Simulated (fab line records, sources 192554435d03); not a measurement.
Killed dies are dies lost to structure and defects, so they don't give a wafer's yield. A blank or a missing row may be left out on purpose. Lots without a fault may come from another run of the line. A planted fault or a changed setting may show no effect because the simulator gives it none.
fab line records | flow n5_finfet
record lots=5 wafers=12 last_day=17
route steps=1938 shown BEOL_M13@1704 BEOL_M14@1716 PASSIVATION@1936
lots that met no fault: from a run of the same line without faults
start_h: hours from the record's first day to the start of the lot's first wafer shown | wait_h: hours since the lot's step before | " the same as in the row above | L1.1+2: a row that stands for several wafers | - no value, or no start given | * or withheld: withheld | < > ~ a bound
route shown NAME@n: a module of which the file shows steps, and the number in the route of the first | usual: mean/standard deviation of fault-free wafers | same: alike in all rows | chamber/n: place in a boat | sites: the reading at each site | _std_site: their standard deviation | _edge_site: outer sites' mean less inner sites' | radius_mm: how far each site lies from the wafer's centre | mask NAME#n: copy n | behind: the tool/chamber that last shaped the wafer | hold: why the lot was held/for how many hours/how that ended | device: the transistor (n, p or np) that didn't switch | end of line: the same wafers' tests at the end of the route | a step without rows: its recipe alone | killed: dies lost to structure and defects at the first sort, not the wafer's yield | map: a wafer's dies, x killed, . not, _ none there
set.NAME: the setting as run; set.NAME@STEP: as run at that earlier step | model.NAME: the simulator's own value behind a step, which no gauge read
lots at some steps of the route; a table a step, a row a wafer
services: from which hour (start_h, from the record's first day; less than 0 if before it) a tool's chamber was out of use, for how many hours, and why
## steps
# step N5_BEOL_M13_PRE_CLEAN_42
# recipe gas=H2/He time_s=30 temp_c=250
# step N5_BEOL_M13_SPUTTER_43
# recipe material=TaN target_thk_a=150 temp_c=50 bias_v=168.6 power_w=15000 chamber_pressure_pa=0.12 time_s=24.19
# step N5_BEOL_M13_SPUTTER_44
# recipe material=Ta target_thk_a=100 temp_c=50 bias_v=80 power_w=15000 chamber_pressure_pa=0.07 time_s=16.13
# step N5_BEOL_M13_SPUTTER_45
# recipe material=Cu target_thk_a=800 temp_c=-20 bias_v=60 power_w=26000 chamber_pressure_pa=0.13 time_s=13.33
# step N5_BEOL_M13_ECD_47
# recipe material=Cu target_thk_a=9360
# step N5_BEOL_M13_ANNEAL_48
# recipe temp_c=225 time_s=90 ambient=N2
# step N5_BEOL_M13_CMP_49
# recipe stop_on=SiOC t_overpolish_s=17.1 down_force_psi=1 platen_rpm=50 clearing_platen_down_force_psi=1.5 clearing_platen_rpm=50 post_cmp_clean=cu_alkaline target_thk_nm=420 clearing_platen_pad_velocity_m_s=0.99484 pad_velocity_m_s=0.99484
# step N5_BEOL_M13_PRE_CLEAN_52
# recipe gas=NH3 time_s=15 temp_c=withheld rf_power_w=300
# step N5_BEOL_M13_DEP_53
# recipe material=SiCN target_thk_a=500 temp_c=withheld precursor=3MS/NH3 pressure_torr=3 rf_w=675 time_s=17.8
# step N5_BEOL_M14_ILD_DEP_00
# recipe material=SiO2 target_thk_a=11193 temp_c=400 precursor=TEOS/O2 pressure_torr=6.5 rf_w=900 teos_flow_sccm=161.4 gas=O2 flow_sccm=2650 time_s=237.4
# usual heater_power_w=590/120 run_length_s=280.1/0.56 showerhead_plenum_p_Torr=8.35/0.036 showerhead_vpp_V=1868/61 throttle_valve_pct=19.0/0.93
# columns lot.wafer tool chamber start_h wait_h heater_power_w run_length_s showerhead_plenum_p_Torr showerhead_vpp_V throttle_valve_pct model.SiO2_of_BEOL_M14_ILD_DEP_00.thk_nm
L647.1 pecvd-03 1 267.32 0.0 727 279.7 8.31 1925 19.5 1102
L647.3 " 0 " " 611 280.0 8.38 1860 18.1 1093
L647.6 " 1 " " 796 280.1 8.30 1928 19.3 1117
L656.1 pecvd-03 0 322.68 0.0 656 279.9 8.37 1893 18.9 1132
L656.2 " 1 " " 741 368.6 8.32 1960 19.4 1528
L658.4 pecvd-03 1 335.83 0.1 612 279.9 8.32 1936 19.4 1113
L658.5 " 1 " " 712 368.6 8.35 1937 19.4 1544
L657.2 pecvd-03 1 338.64 0.0 623 368.1 8.32 1966 19.3 1534
L657.4 " 1 " " 723 280.5 8.31 1959 19.1 1148
L666.3 pecvd-02 1 377.87 0.0 776 279.8 8.37 1874 19.3 1121
L666.5 " 1 " " 606 280.1 8.36 1896 19.5 1132
L666.6 " 2 " " 549 280.8 8.36 1672 18.9 1122
# step N5_BEOL_M14_THK_MEAS_01
# recipe reads=SiO2_of_BEOL_M14_ILD_DEP_00
# usual M14_ILD_THK=1120/17
# columns lot.wafer tool chamber start_h wait_h M14_ILD_THK[nm]
L647.1 film_metro-01 - 267.51 0.1 1102
L647.3 " - " " 1092
L647.6 " - " " 1117
L656.1 film_metro-02 - 322.87 0.1 1132
L656.2 " - " " 1528
L658.4 film_metro-02 - 336.02 0.1 1113
L658.5 " - " " 1544
L657.2 film_metro-02 - 338.91 0.2 1536
L657.4 " - " " 1147
L666.3 film_metro-02 - 378.06 0.1 1120
L666.5 " - " " 1131
L666.6 " - " " 1122
# step N5_BEOL_M14_COAT_58
# recipe resist=BARC temp_c=205 time_s=60 spin_rpm=1500 resist_thk_nm=89
# step N5_BEOL_M14_COAT_04
# recipe spin_rpm=1704 resist_thk_nm=800
# step N5_BEOL_M14_EBR_06
# recipe solvent=PGMEA ebr_width_mm=1.5
# step N5_BEOL_M14_SOFTBAKE_05
# recipe temp_c=130 time_s=60
# step N5_BEOL_M14_EXPOSE_07
# recipe mask_id=V13 na=0.8 source_shape=annular sigma_inner=0.5 sigma_outer=0.8 polarization=unpolarized attpsm_phase_deg=180 dose_mj=57
# step N5_BEOL_M14_PEB_08
# recipe peb_temp_c=130 peb_time_s=90
# step N5_BEOL_M14_DEVELOP_09
# recipe develop_time_s=45 rinse_liquid=diw dry=air_spin dev_temp_c=21
# step N5_BEOL_M14_HARDBAKE_14
# recipe temp_c=130 time_s=120
# step N5_BEOL_M14_DESCUM_15
# recipe chemistry=O2 time_s=7.9 source_power_w=50 bias_power_w=20 pressure_mtorr=20 rf_frequency_hz=2.712e+07 temp_c=40 o2_flow_sccm=225
# step N5_BEOL_M14_ETCH_59
# recipe chemistry=N2/H2 target=BARC target_depth_a=890 overetch_a=267 time_s=67.9 ion_energy_ev=200 pressure_mtorr=30 source_w=840 bias_w=150 n2_flow_sccm=200 h2_flow_sccm=200
# step N5_BEOL_M14_VIA_ETCH_16
# recipe chemistry=C4F8/O2/Ar target=SiO2 he_inner_torr=15 he_outer_torr=30 target_depth_a=12313 time_s=withheld ion_energy_ev=800 pressure_mtorr=20 source_w=1905 bias_w=2040 Ar_flow_sccm=400 C4F8_flow_sccm=16 O2_flow_sccm=12 ends=cleared
# usual drypump_motor_current_A=5.7/0.45 mfc_ar_sccm=400.3/1.3 oes_product_au=0.71/0.064 rf_vpp_V=2226/27 showerhead_plenum_p_Torr=3.45/0.084 throttle_valve_pct=31.02/0.13
# columns lot.wafer tool chamber start_h wait_h drypump_motor_current_A mfc_ar_sccm oes_product_au rf_vpp_V showerhead_plenum_p_Torr throttle_valve_pct model.etch.depth_nm model.coat_of_BEOL_M14_COAT_04.thk_nm
L647.1 rie_diel-01 0 268.12 0.0 5.1 400.2 0.66 2266 3.44 30.93 1102 464.8
L647.3 " 1 " " 5.3 399.4 0.86 2199 3.53 30.89 1093 454.4
L647.6 " 2 " " 5.2 403.0 0.66 2223 3.30 31.30 1117 458.4
L656.1 rie_diel-05 1 323.44 0.0 5.7 401.5 0.63 2256 3.42 31.09 1132 445.6
L656.2 " 0 " " 5.9 401.3 0.72 2261 3.43 31.30 1528 358.6
L658.4 rie_diel-01 0 336.99 0.0 5.1 400.1 0.65 2266 3.42 30.95 1113 456.2
L658.5 " 3 " " 6.1 401.4 0.77 2238 3.49 31.04 1544 349.4
L657.2 rie_diel-01 1 339.51 0.0 5.3 398.0 0.84 2198 3.51 30.98 1534 339.8
L657.4 " 3 " " 6.1 400.8 0.72 2242 3.49 30.97 1148 443.4
L666.3 rie_diel-01 2 378.67 0.0 5.2 401.2 0.65 2221 3.28 31.36 1121 453.4
L666.5 " 2 " " 5.2 400.0 0.64 2220 3.28 31.34 1132 449.8
L666.6 " 3 " " 6.1 397.7 0.71 2239 3.48 30.99 1122 454
# step N5_BEOL_M14_STRIP_63
# recipe chemistry=O2 power_w=600 temp_c=60 pressure_mtorr=30 rf_frequency_hz=6e+07 bias_power_w=0 overash_fraction=0.3 o2_flow_sccm=225
# step N5_BEOL_M14_STRIP_64
# recipe chemistry=O2 power_w=600 temp_c=60 pressure_mtorr=30 rf_frequency_hz=6e+07 bias_power_w=0 overash_fraction=0.3 o2_flow_sccm=225
# step N5_BEOL_M14_STRIP_71
# recipe chemistry=post_etch_residue_remover time_s=60 temp_c=25 remover_ph=withheld remover_water_wt_pct=withheld remover_fluoride_wt_pct=withheld
# step N5_BEOL_M14_SRD_72
# recipe time_s=30 temp_c=23 rinse_liquid=diw dry=n2_spin spin_rpm=1500 dry_time_s=30
# step N5_BEOL_M14_COAT_65
# recipe resist=SOC temp_c=250 time_s=60 spin_rpm=1500 resist_thk_nm=450
# step N5_BEOL_M14_COAT_66
# recipe resist=SiARC temp_c=220 time_s=60 spin_rpm=1500 resist_thk_nm=110
# step N5_BEOL_M14_COAT_22
# recipe spin_rpm=2888 resist_thk_nm=300
# step N5_BEOL_M14_EBR_24
# recipe solvent=PGMEA ebr_width_mm=1.5
# step N5_BEOL_M14_SOFTBAKE_23
# recipe temp_c=130 time_s=60
# step N5_BEOL_M14_EXPOSE_25
# recipe mask_id=M14 na=0.8 source_shape=annular sigma_inner=0.5 sigma_outer=0.8 polarization=unpolarized target_cd_nm=280 dose_mj=26.6
# step N5_BEOL_M14_PEB_26
# recipe peb_temp_c=130 peb_time_s=90
# step N5_BEOL_M14_DEVELOP_27
# recipe develop_time_s=45 rinse_liquid=diw dry=air_spin dev_temp_c=21
# step N5_BEOL_M14_HARDBAKE_32
# recipe temp_c=130 time_s=120
# step N5_BEOL_M14_CMP_49
# recipe stop_on=SiO2 t_overpolish_s=5.2 down_force_psi=2 platen_rpm=80 clearing_platen_down_force_psi=2 clearing_platen_rpm=80 post_cmp_clean=cu_alkaline target_thk_nm=560 clearing_platen_pad_velocity_m_s=1.5917 pad_velocity_m_s=1.5917
# usual clearing_platen_rpm=80.00/0.039 edge_zone_pressure_frac=1.001/0.005 motor_current_A=7.9/0.59
# columns lot.wafer tool chamber start_h wait_h clearing_platen_rpm edge_zone_pressure_frac motor_current_A model.SiO2_of_BEOL_M14_ILD_DEP_00.thk_nm
L647.1 cmp-01 3 276.00 0.3 80.03 1.002 8.0 1023
L647.3 " 0 " " 80.01 0.999 6.8 1013
L647.6 " 2 " " 80.02 1.009 7.9 1037
L656.2 cmp-04 1 328.08 0.3 80.01 1.000 8.4 1450
L656.1 " 2 " " 80.02 1.008 8.3 1054
L658.4 cmp-02 3 341.17 0.2 80.02 0.991 7.2 1035
L658.5 " 1 " " 80.00 1.002 8.9 1463
L657.4 cmp-04 0 343.64 0.2 79.94 0.990 8.6 1069
L657.2 " 1 " " 79.96 1.010 8.2 1456
L666.3 cmp-01 3 382.64 0.2 79.97 0.995 7.9 1043
L666.6 " 2 " " 80.00 1.004 7.8 1041
L666.5 " 3 " " 79.97 0.999 8.3 1053
# step N5_PASSIVATION_PROBE_49
# usual defect_limited_yield=91.5/1.5 killed_at_M0_to_M3=30/11 killed_at_M4_up=13/4.9 killed_at_contacts=14/6.5 killed_at_front_end=40/11 killed_at_other=3.3/2.7 killed_dies=100/18 killed_open=67/14 killed_short=32/7.8 sort_bin_5_function=5.0/0.97 sort_bin_6_memory=3.2/0.75 sort_bin_8_speed=0.00/0.01 sort_n_pass=1080/18 sort_yield_pct=91.5/1.5
# same gross_dies=1180 killed_at_back_side=0 sort_bin_4_leakage[%]=0
# columns lot.wafer tool chamber start_h wait_h defect_limited_yield[%] killed_at_M0_to_M3 killed_at_M4_up killed_at_contacts killed_at_front_end killed_at_other killed_dies killed_open killed_short sort_bin_5_function[%] sort_bin_6_memory[%] sort_bin_8_speed[%] sort_n_pass sort_yield_pct[%]
L647.1 prober-01 - 300.18 0.0 92.6 21 9 12 44 1 87 53 31 4.7 2.5 0 1093 92.6
L647.3 prober-01 - 300.28 0.1 90.8 19 12 12 63 3 109 72 34 4.7 3.9 0 1071 90.8
L647.6 prober-01 - 300.43 0.3 92.7 20 8 11 45 2 86 54 30 4.1 2.8 0 1094 92.7
L656.1 prober-01 - 354.75 0.0 88.7 46 14 20 38 15 133 83 50 7.6 3.6 0 1047 88.7
L656.2 prober-01 - 354.80 0.1 90.6 40 13 18 38 2 111 80 29 5.2 4.0 0.08 1069 90.6
L658.4 prober-01 - 369.16 0.2 92.4 26 11 6 47 0 90 63 27 4.6 3.1 0 1090 92.4
L658.5 prober-01 - 369.21 0.2 90.7 26 11 10 58 5 110 72 38 5.4 3.4 0 1070 90.7
L657.2 prober-01 - 371.04 0.1 91.3 26 7 23 46 1 103 79 24 5.1 3.6 0 1077 91.3
L657.4 prober-01 - 371.14 0.2 91.2 28 10 23 43 0 104 61 30 4.2 3.3 0 1076 91.2
L666.3 prober-02 - 403.35 0.1 88.1 65 14 19 39 3 140 99 37 6.3 5.1 0 1040 88.1
L666.5 prober-02 - 403.45 0.2 89.2 44 17 12 53 2 128 79 48 4.9 5.6 0 1052 89.2
L666.6 prober-02 - 403.50 0.3 91.4 22 18 10 42 10 102 58 36 4.1 3.9 0 1078 91.4
# killed by level:class
L647.1 STI_FIN_REVEAL:geometric_particle:open=12 MOL_CONTACT_COAG:geometric_particle:open=11 FIN_SAQP:geometric_particle:short=7 BEOL_M0_SAQP:geometric_particle:open=7 BEOL_M0_SAQP:geometric_particle:short=5 DUMMY_GATE:geometric_particle:open=4 GATE_CUT:geometric_particle:short=4 BEOL_M4:geometric_particle:open=4
L647.3 STI_FIN_REVEAL:geometric_particle:open=23 FIN_SAQP:geometric_particle:open=11 MOL_CONTACT_COAG:geometric_particle:open=11 FIN_SAQP:geometric_particle:short=7 BEOL_M0_SAQP:geometric_particle:open=7 GATE_CUT:geometric_particle:short=5 BEOL_M0_SAQP:geometric_particle:short=4 BEOL_M4:geometric_particle:open=4
L647.6 MOL_CONTACT_COAG:geometric_particle:open=9 FIN_SAQP:geometric_particle:short=8 FIN_SAQP:geometric_particle:open=7 STI_FIN_REVEAL:geometric_particle:open=4 SPACER0:geometric_particle:open=4 SPACER0:geometric_particle:short=4 BEOL_M0_SAQP:geometric_particle:open=4 BEOL_M0_SAQP:geometric_particle:short=4
L656.1 FIN_SAQP:geometric_particle:short=18 MOL_CONTACT_COAG:geometric_particle:open=16 BEOL_M0_SAQP:geometric_particle:open=10 FIN_SAQP:geometric_particle:open=9 BEOL_M0_SAQP:geometric_particle:short=9 BEOL_M3:geometric_particle:open=8 BEOL_M1:geometric_particle:open=7 MIM_TOP_ETCH:geometric_particle:short=6
L656.2 FIN_SAQP:geometric_particle:open=18 MOL_CONTACT_COAG:geometric_particle:open=13 BEOL_M3:geometric_particle:open=11 FIN_SAQP:geometric_particle:short=8 BEOL_M1:geometric_particle:open=8 BEOL_M0:geometric_particle:open=6 BEOL_M5:geometric_particle:open=6 MOL_CONTACT_COAG:geometric_particle:short=5
L658.4 STI_FIN_REVEAL:geometric_particle:open=9 FIN_SAQP:geometric_particle:open=8 FIN_SAQP:geometric_particle:short=8 BEOL_M2:geometric_particle:open=7 GATE_CUT:geometric_particle:short=6 DUMMY_GATE:geometric_particle:open=5 GATE_CUT:geometric_particle:open=5 MOL_CONTACT_COAG:geometric_particle:open=5
L658.5 STI_FIN_REVEAL:geometric_particle:open=20 FIN_SAQP:geometric_particle:open=13 BEOL_M0_SAQP:geometric_particle:short=9 MOL_CONTACT_COAG:geometric_particle:open=9 FIN_SAQP:geometric_particle:short=8 BEOL_M0_SAQP:geometric_particle:open=6 BEOL_M2:geometric_particle:open=5 MIM_TOP:geometric_particle:short=4
L657.2 MOL_CONTACT_COAG:geometric_particle:open=19 FIN_SAQP:geometric_particle:open=12 STI_FIN_REVEAL:geometric_particle:open=11 BEOL_M1:geometric_particle:open=11 DUMMY_GATE:geometric_particle:open=6 STARTING-WAFER:geometric_particle:open=5 FIN_SAQP:geometric_particle:short=4 MOL_CONTACT_COAG:geometric_particle:short=4
L657.4 MOL_CONTACT_COAG:geometric_particle:open=13 HKMG_FIN:area_etch=13 STI_FIN_REVEAL:geometric_particle:open=10 MOL_CONTACT_COAG:geometric_particle:short=10 BEOL_M2:geometric_particle:open=9 BEOL_M0_SAQP:geometric_particle:open=5 FIN_SAQP:geometric_particle:open=4 FIN_SAQP:geometric_particle:short=4
L666.3 MOL_CONTACT_COAG:geometric_particle:open=16 BEOL_M3:geometric_particle:open=14 BEOL_M2:geometric_particle:open=13 BEOL_M0_SAQP:geometric_particle:open=12 BEOL_M0_SAQP:geometric_particle:short=9 BEOL_M1:geometric_particle:open=9 FIN_SAQP:geometric_particle:short=7 FIN_SAQP:geometric_particle:open=6
L666.5 FIN_SAQP:geometric_particle:open=13 BEOL_M3:geometric_particle:open=13 FIN_SAQP:geometric_particle:short=12 MOL_CONTACT_COAG:geometric_particle:open=10 BEOL_M0_SAQP:geometric_particle:short=9 BEOL_M1:geometric_particle:open=7 GATE_CUT:geometric_particle:short=6 BEOL_M0_SAQP:geometric_particle:open=6
L666.6 FIN_SAQP:geometric_particle:short=12 BEOL_M5:geometric_particle:open=10 BEOL_M3:geometric_particle:open=8 MOL_CONTACT_COAG:geometric_particle:open=8 HKMG_FIN:area_etch=7 STI_FIN_REVEAL:geometric_particle:open=5 FIN_SAQP:geometric_particle:open=4 STARTING-WAFER:geometric_particle:short=4
## services
# columns tool chamber start_h hours kind
cmp-02 - 249.68 2.6 repair
cmp-04 - 266.60 13.3 pm
cmp-02 - 282.05 0.3 repair
cmp-04 - 286.89 0.5 repair
cmp-01 - 287.82 4.0 pm
cmp-01 - 291.82 - consumable_replace:conditioner
cmp-01 - 291.82 - consumable_replace:pad
pecvd-02 - 291.96 6.0 pm
cmp-04 - 298.80 0.6 repair
pecvd-02 1 306.84 14.1 repair
pecvd-03 2 309.88 2.1 scheduled_down
cmp-02 - 313.03 4.0 pm
cmp-02 - 317.03 - consumable_replace:conditioner
cmp-02 - 317.03 - consumable_replace:pad
cmp-02 - 328.53 12.3 repair
cmp-04 - 332.24 4.0 pm
pecvd-03 2 333.14 18.1 repair
pecvd-02 - 339.29 5.5 pm
pecvd-02 1 346.86 5.5 scheduled_down
rie_diel-05 - 348.85 15.6 pm
pecvd-03 - 352.72 0.6 repair
rie_diel-01 2 353.33 4.1 repair
cmp-02 - 365.89 0.5 repair
cmp-01 - 370.94 4.2 repair
## key
first_sign step=N5_BEOL_M14_ILD_DEP_00 reading=run_length_s direction=up sigmas=99+ usual=* struck=*
effect step=N5_BEOL_M14_THK_MEAS_01 reading=M14_ILD_THK direction=up sigmas=25 usual=1120 struck=1536
model_effect step=N5_BEOL_M14_ILD_DEP_00 value=SiO2_of_BEOL_M14_ILD_DEP_00.thk_nm without=1123 struck=1535
model_effect step=N5_BEOL_M14_VIA_ETCH_16 value=etch.depth_nm without=1123 struck=1535
model_effect step=N5_BEOL_M14_CMP_49 value=SiO2_of_BEOL_M14_ILD_DEP_00.thk_nm without=1044 struck=1456
met_at N5_BEOL_M14_ILD_DEP_00
struck_wafers L656.2,L657.2,L658.5
baseline_loss step=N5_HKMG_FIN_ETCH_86 wafers=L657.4
onset_between 267.32 322.68
fault kind=process_parameter_drift tool=pecvd-03 chamber=- onset_h=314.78 steps=N5_BEOL_M14_ILD_DEP_00 channel=time_s offset=* shape=step end_h=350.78 scope=struck_wafers_only acts_in=* stated=*
# baseline_loss: these wafers lose ten dies or more at that step, a loss of the line's own and not of a fault; the sort's usual values leave them out
